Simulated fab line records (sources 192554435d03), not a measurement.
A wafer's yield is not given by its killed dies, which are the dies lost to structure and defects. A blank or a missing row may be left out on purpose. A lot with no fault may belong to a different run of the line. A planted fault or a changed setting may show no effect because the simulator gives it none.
fab line records	flow n5Finfet
[record] lots = 9	wafers = 26	lastDay = 18
route steps=1938 shown FIN_SAQP@96 BEOL_M4@1111 PASSIVATION@1936
lots that met no fault: from a run of the same line without faults
startH: the number of hours between the record's first day and the start of the first shown wafer of the lot	waitH: hours since the lot's step before	" same as the row above	L1.1+2: one row covering several wafers at once	- no value present, or no start provided	* or withheld: withheld	< > ~ a bound
route shown NAME@n: names a module that has steps shown in the file, with the first one's number in the route	usual: mean/standard deviation taken from wafers without a fault	same: alike in all rows	chamber/n: place in a boat	sites: each site's reading	_std_site: their standard deviation	_edge_site: the outer-site mean with the inner-site mean subtracted	radiusMm: for every site, how far away it sits from the centre of the wafer	mask NAME#n: copy n	behind: the last tool/chamber to shape the wafer	hold: what put the lot on hold/how long, in hours/how the hold closed	device: whichever transistor did not switch (one of n, p or np)	end of line: the tests these same wafers got at the end of their route	a step with no rows: only its recipe	killed: at the first sort, the dies lost to defects and structure; wafer yield is something else	map: per-die view of a wafer (x killed, . not killed, _ where there is no die)
set.NAME: the setting that was run; set.NAME@STEP: the one run at that earlier step	model.NAME: the simulator's own value behind a step, which no gauge read
one table for each step of the route and one row for each wafer, over a sample of lots
services: the hour from which a tool's chamber was out of use, counted from the record's first day as startH (under 0 if before that day), plus the number of hours and why
[[steps]]
[step N5_FIN_SAQP_HM_DEP_03]
[recipe] material = SiNx	targetThkA = 380	tempC = 400	precursor = SiH4/NH3/N2	pressureTorr = 1.5	rfW = 300	timeS = 33.6
[usual] chamberPressureTorr = 1.500/0.0035	heaterPowerW = 829/110	showerheadPlenumPTorr = 5.15/0.081	throttleValvePct = 40.5/2.2
lot.wafer	tool	chamber	startH	waitH	chamberPressureTorr	heaterPowerW	showerheadPlenumPTorr	throttleValvePct
L664.1	pecvd-04	0	34.31	0.2	1.500	933	5.16	40.7
L664.4	"	0	"	"	1.500	937	5.16	40.4
L664.6	"	2	"	"	1.496	832	5.11	40.8
L665.3	pecvd-04	1	34.51	0.1	1.502	993	5.18	44.5
L665.5	"	1	"	"	1.501	998	5.21	44.5
L665.6	"	0	"	"	1.500	870	5.16	40.5
L672.1	pecvd-02	0	76.11	0.2	1.499	687	5.12	39.2
L672.5	"	2	"	"	1.502	704	5.03	37.2
L674.2	pecvd-02	2	87.22	0.2	1.499	739	5.03	37.2
L674.3	"	1	"	"	1.503	789	5.29	40.6
L674.5	"	0	"	"	1.504	755	5.11	39.3
L679.1	pecvd-04	2	117.05	0.3	1.499	909	5.11	40.8
L679.3	"	1	"	"	1.500	982	5.19	44.6
L679.5	"	2	"	"	1.497	869	5.11	40.7
L681.2	pecvd-03	1	129.08	0.2	1.500	906	5.16	44.0
L681.3	"	0	"	"	1.496	703	5.12	41.3
L681.6	"	0	"	"	1.497	702	5.13	41.5
L684.1	pecvd-02	1	147.10	0.2	1.503	749	5.29	40.1
L684.4	"	1	"	"	1.497	754	5.30	40.3
L684.5	"	0	"	"	1.498	708	5.13	39.2
L685.1	pecvd-02	0	153.65	0.2	1.499	845	5.13	39.4
L685.2	"	1	"	"	1.503	739	5.29	40.3
L685.5	"	1	"	"	1.503	753	5.29	40.4
L686.2	pecvd-02	1	159.56	0.2	1.513	736	5.28	40.3
L686.3	"	0	"	"	1.500	840	5.14	39.4
L686.5	"	1	"	"	1.502	740	5.28	40.3
[step N5_FIN_SAQP_THK_MEAS_05]
[usual] thkNm = 38.0/0.47
lot.wafer	tool	chamber	startH	waitH	thkNm
L664.1	filmMetro-01	-	34.40	0.1	37.9
L664.4	"	-	"	"	38.3
L664.6	"	-	"	"	37.8
L665.3	filmMetro-02	-	34.60	0.1	37.4
L665.5	"	-	"	"	37.7
L665.6	"	-	"	"	38.0
L672.1	filmMetro-01	-	76.20	0.1	39.7
L672.5	"	-	"	"	38.7
L674.2	filmMetro-02	-	87.31	0.1	39.5
L674.3	"	-	"	"	37.7
L674.5	"	-	"	"	38.9
L679.1	filmMetro-02	-	117.14	0.1	38.3
L679.3	"	-	"	"	39.1
L679.5	"	-	"	"	39.1
L681.2	filmMetro-02	-	129.17	0.1	37.9
L681.3	"	-	"	"	38.4
L681.6	"	-	"	"	38.3
L684.1	filmMetro-02	-	147.19	0.1	37.9
L684.4	"	-	"	"	38.6
L684.5	"	-	"	"	38.6
L685.1	filmMetro-01	-	153.74	0.1	37.9
L685.2	"	-	"	"	38.2
L685.5	"	-	"	"	38.4
L686.2	filmMetro-01	-	159.65	0.1	37.4
L686.3	"	-	"	"	38.0
L686.5	"	-	"	"	38.5
[step N5_FIN_SAQP_PECVD_06]
[recipe] material = a-Si	targetThkA = 600	tempC = 400	precursor = SiH4/He	pressureTorr = 3	rfW = 100	timeS = 48.1
[usual] chamberPressureTorr = 3.000/0.007	heaterPowerW = 900/120	showerheadPlenumPTorr = 5.67/0.052	throttleValvePct = 18.6/0.99
lot.wafer	tool	chamber	startH	waitH	chamberPressureTorr	heaterPowerW	showerheadPlenumPTorr	throttleValvePct
L664.1	pecvd-02	0	34.51	0.0	2.987	862	5.66	18.1
L664.4	"	1	"	"	3.006	878	5.77	18.4
L664.6	"	2	"	"	2.991	802	5.57	16.9
L665.3	pecvd-04	1	34.72	0.0	3.001	996	5.70	20.2
L665.5	"	2	"	"	3.007	924	5.64	18.8
L665.6	"	1	"	"	3.003	958	5.71	20.2
L672.1	pecvd-04	0	76.36	0.0	3.004	1052	5.69	18.7
L672.5	"	1	"	"	2.979	1051	5.72	20.2
L674.2	pecvd-02	1	87.43	0.0	2.995	840	5.80	18.3
L674.3	"	0	"	"	3.001	901	5.65	18.1
L674.5	"	2	"	"	3.003	684	5.58	17.1
L679.1	pecvd-02	2	117.26	0.0	3.007	753	5.58	17.4
L679.3	"	1	"	"	2.994	828	5.78	18.6
L679.5	"	0	"	"	2.988	912	5.65	17.8
L681.2	pecvd-02	2	129.29	0.0	3.004	819	5.58	17.1
L681.3	"	1	"	"	2.997	736	5.78	18.4
L681.6	"	0	"	"	3.002	774	5.66	18.4
L684.1	pecvd-04	2	147.31	0.0	3.007	1023	5.63	18.4
L684.4	"	2	"	"	2.994	1010	5.64	18.4
L684.5	"	0	"	"	2.995	1002	5.67	18.7
L685.1	pecvd-04	0	153.86	0.0	2.997	1016	5.69	18.6
L685.2	"	2	"	"	2.990	901	5.64	18.7
L685.5	"	2	"	"	2.991	888	5.64	18.5
L686.2	pecvd-04	0	159.77	0.0	2.999	1026	5.69	18.6
L686.3	"	2	"	"	3.002	921	5.66	18.7
L686.5	"	2	"	"	2.995	944	5.64	18.5
[step N5_FIN_SAQP_CD_MEAS_16]
[recipe] targetCdNm = 35.6	landingEnergyEv = 500	detector = seInlens
[usual] cdNm = 35.7/0.34
lot.wafer	tool	chamber	startH	waitH	cdNm
L664.1	cdSem-01	0	35.09	-	36.0
L664.4	"	0	"	"	36.4
L664.6	"	0	"	"	35.6
L665.3	cdSem-01	0	35.30	-	35.5
L665.5	"	0	"	"	35.7
L665.6	"	0	"	"	35.5
L672.1	cdSem-03	0	76.86	-	36.0
L672.5	"	0	"	"	35.5
L674.2	cdSem-02	0	88.00	-	36.0
L674.3	"	0	"	"	35.5
L674.5	"	0	"	"	35.7
L679.1	cdSem-03	0	117.71	-	35.2
L679.3	"	0	"	"	35.6
L679.5	"	0	"	"	35.4
L681.2	cdSem-02	0	129.74	-	36.3
L681.3	"	0	"	"	36.0
L681.6	"	0	"	"	35.5
L684.1	cdSem-02	0	147.88	-	35.3
L684.4	"	0	"	"	35.3
L684.5	"	0	"	"	35.7
L685.1	cdSem-02	0	154.43	-	36.1
L685.2	"	0	"	"	36.0
L685.5	"	0	"	"	36.1
L686.2	cdSem-01	0	160.22	-	35.9
L686.3	"	0	"	"	35.2
L686.5	"	0	"	"	35.7
[step N5_FIN_SAQP_STRIP_55]
[recipe] chemistry = N2/H2	powerW = 500	tempC = 40	pressureMtorr = 50	rfFrequencyHz = 6e+07	overashFraction = 0.3	biasPowerW = 28	h2Frac = 0.5	n2FlowSccm = 300	h2FlowSccm = 300
[usual] drypumpMotorCurrentA = 5.7/0.57	oesProductAu = 0.76/0.076	rfVppV = 121.7/1.5	showerheadPlenumPTorr = 3.33/0.089	throttleValvePct = 19.0/0.41
lot.wafer	tool	chamber	startH	waitH	drypumpMotorCurrentA	oesProductAu	rfHoursCounterH	rfVppV	showerheadPlenumPTorr	throttleValvePct
L664.1	rieDiel-06	3	35.72	0.1	5.4	0.72	166	124.0	3.25	19.8
L664.4	"	1	"	"	4.9	0.82	101	121.1	3.26	18.8
L664.6	"	3	"	"	5.5	0.73	-	120.8	3.25	19.8
L665.3	rieDiel-01	2	35.77	0.1	6.4	0.93	15	122.7	3.42	18.1
L665.5	"	3	"	"	5.2	0.71	-	121.6	3.35	19.2
L665.6	"	2	"	"	6.4	0.94	-	123.0	3.42	18.1
L672.1	rieDiel-05	0	77.39	0.1	6.2	0.94	12	123.0	3.30	18.7
L672.5	"	2	"	"	5.5	0.69	-	121.5	3.47	19.2
L674.2	rieDiel-06	2	88.48	0.1	6.6	0.70	213	122.0	3.20	19.0
L674.3	"	3	"	"	5.5	0.72	185	121.1	3.24	19.8
L674.5	"	2	"	"	6.6	0.71	-	123.8	3.20	19.0
L679.1	rieDiel-06	0	118.22	0.1	5.6	0.78	142	121.4	3.36	18.7
L679.3	"	1	"	"	4.9	0.77	130	123.2	3.24	18.8
L679.5	"	2	"	"	6.6	0.68	-	119.3	3.20	19.0
L681.2	rieDiel-06	0	130.60	0.1	5.6	0.79	147	120.1	3.36	18.7
L681.3	"	2	"	"	6.6	0.69	228	120.5	3.19	19.0
L681.6	"	2	"	"	6.6	0.68	-	119.3	3.19	19.0
L684.1	rieDiel-01	2	148.79	0.1	6.4	0.86	55	119.2	3.40	18.2
L684.4	"	1	"	"	5.1	0.75	151	122.3	3.36	18.8
L684.5	"	3	"	"	5.2	0.68	-	122.5	3.33	19.3
L685.1	rieDiel-01	3	155.54	0.2	5.3	0.68	240	119.6	3.33	19.3
L685.2	"	2	"	"	6.5	0.85	59	121.0	3.39	18.2
L685.5	"	2	"	"	6.5	0.86	-	122.8	3.40	18.2
L686.2	rieDiel-06	2	161.01	0.1	6.7	0.68	240	122.5	3.19	19.0
L686.3	"	1	"	"	4.9	0.77	146	121.6	3.24	18.8
L686.5	"	0	"	"	5.6	0.77	-	121.7	3.35	18.7
[step N5_BEOL_M4_RC_MEAS_101]
[usual] DIBL_N = 36.0/1.8	DIBL_P = 36.3/2.4	IOFF_N = 0.16/0.035	IOFF_P = 0.21/0.036	ION_N = 673/13	ION_P = 461/7.2	SS_N = 71.4/0.6	SS_P = 73.2/0.7	VT_N = 250/4	VT_P = -250.9/2.9
lot.wafer	tool	chamber	startH	waitH	DIBL_N[mV/V]	DIBL_P[mV/V]	IOFF_N[nA/um]	IOFF_P[nA/um]	ION_N[uA/um]	ION_P[uA/um]	SS_N[mV/dec]	SS_P[mV/dec]	VT_N[mV]	VT_P[mV]
L664.1	prober-02	0	188.25	0.0	36.7	38.2	0.19	0.25	675	465	72.5	73.7	248	-248.4
L664.4	"	0	"	"	34.7	33.9	0.14	0.17	666	457	72.2	72.5	250	-252.9
L664.6	"	0	"	"	39.2	41.4	0.25	0.32	693	473	72.8	74.6	242	-245.7
L665.3	prober-01	0	191.50	0.3	36.3	37.4	0.17	0.21	683	462	71.5	73.8	248	-249.2
L665.5	"	0	"	"	35.8	37.5	0.16	0.22	672	468	70.7	72.9	250	-247.8
L665.6	"	0	"	"	38.5	40.0	0.23	0.26	702	475	71.8	73.9	245	-246.1
L674.2	prober-01	0	227.39	0.2	35.2	35.7	0.13	0.20	667	463	70.6	73.8	256	-251.1
L674.3	"	0	"	"	34.6	35.0	0.13	0.19	673	473	70.6	73.0	253	-252.9
L674.5	"	0	"	"	32.8	32.3	0.10	0.15	657	458	70.4	71.3	259	-252.3
L672.1	prober-01	0	242.39	0.0	38.1	38.2	0.20	0.22	695	466	71.9	73.6	246	-251.3
L672.5	"	0	"	"	36.3	36.3	0.16	0.20	686	464	71.9	73.7	249	-252.5
L679.1	prober-01	0	275.95	0.0	35.5	34.3	0.13	0.18	662	454	70.9	72.9	255	-251.6
L679.3	"	0	"	"	32.1	31.1	0.09	0.13	640	441	70.4	72.0	259	-256.4
L679.5	"	0	"	"	34.3	32.7	0.11	0.15	664	460	70.6	72.1	256	-255.7
L681.2	prober-01	0	286.77	0.2	37.1	38.5	0.16	0.23	678	465	71.7	73.3	251	-248.7
L681.3	"	0	"	"	35.1	35.2	0.12	0.20	664	463	71.3	72.1	257	-251.2
L681.6	"	0	"	"	37.7	38.7	0.17	0.24	680	470	71.9	73.4	250	-249.4
L684.1	prober-01	0	316.37	0.0	36.3	34.9	0.15	0.20	679	465	71.5	73.1	246	-251.2
L684.4	"	0	"	"	36.6	36.3	0.15	0.22	671	459	70.9	73.6	249	-251.9
L684.5	"	0	"	"	35.2	33.6	0.13	0.17	661	450	71.0	71.9	250	-253.3
L686.2	prober-01	0	318.44	0.2	37.2	37.1	0.16	0.21	673	457	71.4	73.4	250	-252.4
L686.3	"	0	"	"	37.9	36.6	0.16	0.21	681	461	72.1	74.0	250	-252.9
L686.5	"	0	"	"	39.3	38.0	0.20	0.25	687	464	72.2	73.7	247	-246.7
L685.1	prober-02	0	319.72	0.0	37.5	39.3	0.18	0.24	691	475	71.0	73.8	246	-246.5
L685.2	"	0	"	"	37.7	39.7	0.18	0.25	680	471	72.0	74.1	247	-247.2
L685.5	"	0	"	"	36.6	38.0	0.16	0.23	685	474	71.1	73.4	246	-248.1
[step N5_PASSIVATION_PROBE_49]
[usual] defectLimitedYield = 91.2/1.4	killed_at_M0_to_M3 = 35/11	killed_at_M4_up = 14/5.6	killedAtContacts = 12/5.6	killedAtFrontEnd = 38/11	killedAtOther = 4/3.4	killedDies = 103/17	killedOpen = 68/12	killedShort = 33/8.8	sort_bin_4_leakage = 0.00/0.007	sort_bin_5_function = 5.1/0.89	sort_bin_6_memory = 3.3/0.71	sortNPass = 1077/17	sortYieldPct = 91.2/1.4
[same] grossDies = 1180	killedAtBackSide = 0	sort_bin_8_speed[%] = 0
lot.wafer	tool	chamber	startH	waitH	defectLimitedYield[%]	killed_at_M0_to_M3	killed_at_M4_up	killedAtContacts	killedAtFrontEnd	killedAtOther	killedDies	killedOpen	killedShort	sort_bin_4_leakage[%]	sort_bin_5_function[%]	sort_bin_6_memory[%]	sortNPass	sortYieldPct[%]
L672.1	prober-02	-	347.01	0.0	91.6	40	15	10	29	5	99	62	37	0	5.3	3.1	1081	91.6
// killed by level:class
L672.1 BEOL_M1:geometricParticle:open=12 FIN_SAQP:geometricParticle:short=11 MOL_CONTACT_COAG:geometricParticle:open=9 BEOL_M0_SAQP:geometricParticle:open=7 FIN_SAQP:geometricParticle:open=6 BEOL_M0_SAQP:geometricParticle:short=6 BEOL_M4:geometricParticle:open=6 BEOL_M3:geometricParticle:open=5
[[services]]
tool	chamber	startH	hours	kind
pecvd-03	-	13.89	28.1	pm
pecvd-04	0	18.33	5.5	scheduledDown
rieDiel-01	-	31.03	4.3	pm
rieDiel-05	0	35.02	-	clean
rieDiel-05	0	35.02	-	consumableReplace:focusRing
rieDiel-05	0	35.02	12.9	scheduledDown
rieDiel-05	0	35.02	12.9	ventCycle
pecvd-03	-	41.99	2.8	pm
rieDiel-05	1	57.17	13.0	repair
pecvd-04	2	74.57	2.1	scheduledDown
pecvd-04	-	80.64	1.6	repair
rieDiel-06	0	82.08	7.0	repair
pecvd-03	-	84.78	5.5	pm
rieDiel-01	-	90.23	0.2	repair
pecvd-03	-	116.11	6.0	pm
rieDiel-05	-	147.49	16.3	repair
[[key]]
[firstSign] step = N5_FIN_SAQP_THK_MEAS_05	reading = thkNm	direction = up	sigmas = 3.3	usual = *	struck = *
effect none on later readings
metAt N5_FIN_SAQP_HM_DEP_03
struckLots L672,L674
struckWafers L672.1,L674.2
notActingAt N5_FIN_SAQP_PECVD_06,N5_FIN_SAQP_CD_MEAS_16,N5_FIN_SAQP_STRIP_55
[fault] kind = processParameterDrift	tool = pecvd-02	chamber = -	onsetH = 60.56	steps = N5_FIN_SAQP_HM_DEP_03	channel = timeS	offset = *	shape = step	endH = 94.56	scope = struckWafersOnly	actsIn = *	stated = *
